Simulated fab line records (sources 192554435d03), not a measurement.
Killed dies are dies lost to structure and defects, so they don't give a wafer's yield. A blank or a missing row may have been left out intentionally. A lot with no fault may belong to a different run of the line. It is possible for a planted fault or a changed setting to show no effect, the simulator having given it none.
Matching of chambers	flow n5-finfet	N5_BEOL_M2_STRIP_19 on rie-diel-05 has 4 sister chambers
The step strips in O2. 8 wafers are shown with their chamber, then 9 later ones without.

== EACH WAFER AND ITS CHAMBER ==
wafer	chamber	showerhead-plenum-p-Torr (Torr)	throttle-valve-pct (%)
L089.5	0	2.10	16.72
L091.4	3	2.16	16.64
L093.3	3	2.16	16.65
L093.5	1	2.04	16.42
L093.6	2	2.08	16.61
L095.1	0	2.09	16.76
L095.4	1	2.04	16.41
L095.6	2	2.08	16.61

== WAFERS MISSING THEIR CHAMBER ==
wafer	showerhead-plenum-p-Torr (Torr)	throttle-valve-pct (%)
L097.1	2.04	16.44
L097.2	2.16	16.67
L097.6	2.07	16.61
L096.1	2.16	16.68
L096.3	2.09	16.76
L096.6	2.04	16.43
L094.1	2.16	16.67
L094.2	2.09	16.76
L094.6	2.16	16.68

== CHAMBER TAKEN BY EACH ==
wafer	from the rows above	in truth
L097.1	1	1
L097.2	3	3
L097.6	2	2
L096.1	3	3
L096.3	0	0
L096.6	1	1
L094.1	3	3
L094.2	0	0
L094.6	3	3
Correct placement for 9 of the 9. Left unplaced by these rows: 0. Wrongly placed: 0.
How it was worked out, from the rows above alone: a wafer's distance from a chamber is the root of the sum, over the readings, of the square of ((its reading less the chamber's mean) divided by the reading's scatter). The wafer belongs to the nearest chamber; if the next one is less than 2 further off, it can't be placed. For every chamber, the mean is computed from those of its wafers that are shown. The scatter is the square root of a quotient: the sum, over the shown wafers, of each reading's squared deviation from its chamber's mean, divided by wafers minus chambers.
